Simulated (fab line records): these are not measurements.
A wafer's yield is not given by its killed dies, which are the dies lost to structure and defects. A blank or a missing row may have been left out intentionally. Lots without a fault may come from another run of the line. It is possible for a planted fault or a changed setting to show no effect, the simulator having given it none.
The tool behind it: which one? ; flow n5-finfet ; Sampling: 10 lots, 29 wafers, 3 of 1938 route steps

## WHAT THE GAUGES SHOWED, per wafer
N5_BEOL_M4_RC_MEAS_101. Usual: DIBL_N 36.5 mV/V, standard deviation 1.9; DIBL_P 36.4 mV/V, standard deviation 2.2; IOFF_N 0.17 nA/um, standard deviation 0.034; IOFF_P 0.21 nA/um, standard deviation 0.036; ION_N 678 uA/um, standard deviation 12; ION_P 462 uA/um, standard deviation 7.1; SS_N 71.7 mV/dec, standard deviation 0.61; SS_P 73.4 mV/dec, standard deviation 0.71; VT_N 249 mV, standard deviation 3.5; VT_P -251 mV, standard deviation 3.
lot;measured;on;DIBL_N (mV/V);DIBL_P (mV/V);IOFF_N (nA/um);IOFF_P (nA/um);ION_N (uA/um);ION_P (uA/um);SS_N (mV/dec);SS_P (mV/dec);VT_N (mV);VT_P (mV);flag
L379;day 8 17:21;prober-02;37.6 40.3 36.1;37.9 40.5 35.1;0.16 0.23 0.15;0.23 0.27 0.18;671 691 666;455 471 453;71.6 71.8 70.9;73.9 75.4 73.0;248 243 251;-250 -247 -253;
L383;day 9 17:25;prober-02;38.1 35.4 39.0;38.5 33.8 39.9;0.20 0.14 0.22;0.25 0.18 0.28;687 670 688;464 456 473;71.9 71.4 72.3;73.6 72.7 74.6;246 251 245;-249 -252 -248;
L386;day 10 21:35;prober-01;36.3 36.0 35.0;34.0 33.9 32.9;0.13 0.13 0.12;0.17 0.16 0.16;664 671 658;456 453 458;70.8 70.9 71.3;72.6 73.0 72.2;253 252 256;-258 -255 -256;
L385;day 10 22:04;prober-02;34.9 35.3 34.3;34.9 33.9 33.7;0.15 0.15 0.14;0.20 0.19 0.19;681 666 667;470 458 469;71.3 71.8 71.0;73.2 72.7 72.7;247 249 250;-250 -248 -253;
L389;day 12 10:33;prober-02;35.0 35.8;34.6 35.2;0.12 0.13;0.17 0.18;667 664;456 452;71.5 71.1;72.6 72.2;256 254;-254 -252;
L391;day 13 01:29;prober-01;37.5 38.6 37.2;36.2 39.0 37.2;0.16 0.19 0.16;0.18 0.22 0.19;668 682 672;446 451 452;72.7 71.7 72.5;73.4 73.4 73.2;253 247 254;-259 -252 -253;
L393;day 13 06:35;prober-02;33.7 38.1 34.3;34.0 39.5 34.0;0.11 0.18 0.11;0.16 0.24 0.15;664 683 661;456 474 453;71.0 72.7 70.8;72.5 73.6 72.9;255 252 255;-252 -250 -255;
L396;day 13 19:34;prober-01;33.3 33.8 35.5;34.4 34.5 36.3;0.14 0.12 0.16;0.16 0.16 0.19;686 662 674;462 455 456;72.0 71.7 71.9;72.5 73.3 73.9;250 254 250;-254 -253 -253;
L398;day 14 06:35;prober-01;38.7 36.4 35.9;38.4 35.0 34.8;0.20 0.16 0.14;0.27 0.21 0.20;687 684 678;466 465 468;72.4 71.9 71.1;74.0 73.6 73.4;247 249 252;-246 -250 -253;
L401;day 15 11:43;prober-01;36.4 34.1 34.1;35.3 32.6 32.6;0.16 0.13 0.13;0.21 0.17 0.18;669 673 676;459 464 466;71.8 71.4 71.1;73.7 72.4 73.0;250 253 251;-250 -253 -252;

N5_MIM_TOP_LITHO_INSPECT_12: inspects for defects (macro). Usual: raw-defect-count reads 2.1 (standard deviation 1.4).
lot;measured;on;raw-defect-count;flag
L379;day 12 15:49;defect-inspect-01;4 2 2;
L383;day 14 17:38;defect-inspect-01;5 2 7;
L386;day 15 07:22;defect-inspect-02;1 0 3;
L385;day 14 21:42;defect-inspect-01;3 3 2;
L389;day 16 20:29;defect-inspect-01;1 0;
L391;day 17 16:23;defect-inspect-01;3 4 4;
L393;day 17 08:05;defect-inspect-01;1 2 2;
L396;day 18 07:18;defect-inspect-02;4 1 3;
L398;day 18 15:40;defect-inspect-02;2 2 2;
L401;day 19 23:04;defect-inspect-01;4 0 2;

## EACH LOT AND THE TOOL THAT RAN IT (in order: tool; ch and the chambers of the sampled wafers; start)
lot;N5_MIM_BOT_DEGAS_01
L379;pvd-sputter-02, day 12 14:37
L383;pvd-sputter-02, day 14 13:33
L386;pvd-sputter-01, day 15 06:17
L385;pvd-sputter-02, day 14 20:26
L389;pvd-sputter-02, day 16 15:27
L391;pvd-sputter-02, day 17 15:14
L393;pvd-sputter-02, day 17 06:34
L396;pvd-sputter-03, day 18 05:54
L398;pvd-sputter-02, day 18 14:10
L401;pvd-sputter-02, day 19 20:29
- N5_MIM_BOT_DEGAS_01: time 60 s.

## AS READ BY THE TOOLS THEMSELVES (means over the sampled wafers that have a number; for cases with no such wafer, the mark the record gives instead)
N5_MIM_BOT_DEGAS_01. Usual: heater-power-w reads 465 W (standard deviation 39).
lot;tool;heater-power-w (W);flag
L379;pvd-sputter-02;480;
L383;pvd-sputter-02;485;
L386;pvd-sputter-01;450;
L385;pvd-sputter-02;434;
L389;pvd-sputter-02;484;
L391;pvd-sputter-02;468;
L393;pvd-sputter-02;461;
L396;pvd-sputter-03;464;
L398;pvd-sputter-02;466;
L401;pvd-sputter-02;473;

## THE ANSWER, worked out from the rows above alone
Rule: a lot counts as off when the mean over its wafers that have a number is more than 3 standard deviations away from the usual mean. Also off: a lot with no number at a reading for which 4 or more lots have one. All remaining lots with rows at the step are treated as sound. First the gauges in route order, then the tools' own readings, where a lot's mean is used as printed above. The first step at which some lot is off is used, and at that step the reading that is off furthest; a lot without a number counts as furthest.
None of the lots is off at any reading shown; this tells nothing.

## WHAT THE SIMULATOR PUT IN
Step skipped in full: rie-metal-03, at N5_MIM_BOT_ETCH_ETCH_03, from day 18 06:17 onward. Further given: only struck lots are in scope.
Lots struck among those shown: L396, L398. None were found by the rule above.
